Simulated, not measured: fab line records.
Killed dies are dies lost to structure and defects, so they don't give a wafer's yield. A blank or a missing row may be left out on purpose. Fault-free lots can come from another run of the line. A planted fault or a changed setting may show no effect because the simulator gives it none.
Chamber matching / flow nand_harc / NHARC_A_BONDPAD_ETCH_24 on rie_diel-03 has 4 sister chambers
The step etches the open film in CF4/N2, target depth 30 nm, time 72.99 s. 4 wafers are shown with their chamber, then 8 later ones without.

## WAFERS WITH THEIR CHAMBER
wafer=L971.2; chamber=2; drypump_motor_current_A (A)=5.6
wafer=L971.3; chamber=0; drypump_motor_current_A (A)=5.8
wafer=L971.6; chamber=3; drypump_motor_current_A (A)=5.8
wafer=L972.2; chamber=1; drypump_motor_current_A (A)=5.1

## WAFERS WHOSE CHAMBER IS MISSING
wafer=L972.3; drypump_motor_current_A (A)=5.7
wafer=L972.5; drypump_motor_current_A (A)=5.1
wafer=L973.4; drypump_motor_current_A (A)=5.8
wafer=L973.5; drypump_motor_current_A (A)=5.6
wafer=L973.6; drypump_motor_current_A (A)=5.8
wafer=L978.3; drypump_motor_current_A (A)=5.1
wafer=L978.4; drypump_motor_current_A (A)=5.7
wafer=L978.6; drypump_motor_current_A (A)=5.7

## CHAMBER TAKEN BY EACH
wafer=L972.3; from the rows above=can't be placed: 0 or 3 or 2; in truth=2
wafer=L972.5; from the rows above=1; in truth=1
wafer=L973.4; from the rows above=can't be placed: 0 or 3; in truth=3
wafer=L973.5; from the rows above=2; in truth=2
wafer=L973.6; from the rows above=can't be placed: 0 or 3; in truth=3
wafer=L978.3; from the rows above=1; in truth=1
wafer=L978.4; from the rows above=can't be placed: 0 or 3 or 2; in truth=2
wafer=L978.6; from the rows above=can't be placed: 0 or 3 or 2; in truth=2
Correctly placed: 3 of 8. Unplaceable from these rows: 5, with the true chamber sitting among the candidates in 5. 0 placed wrongly.
How it was worked out, from the rows above alone: a wafer's distance from a chamber is the root of the sum, over the readings, of the square of ((its reading less the chamber's mean) divided by the reading's scatter). If the next closest chamber is less than 2 further off than the closest, the wafer can't be placed; otherwise it belongs to the closest. The mean given for a chamber averages the wafers shown for that chamber. The scatter: with one shown wafer a chamber, the root of the mean of the squares of how far each hidden wafer lies from its nearest shown one.
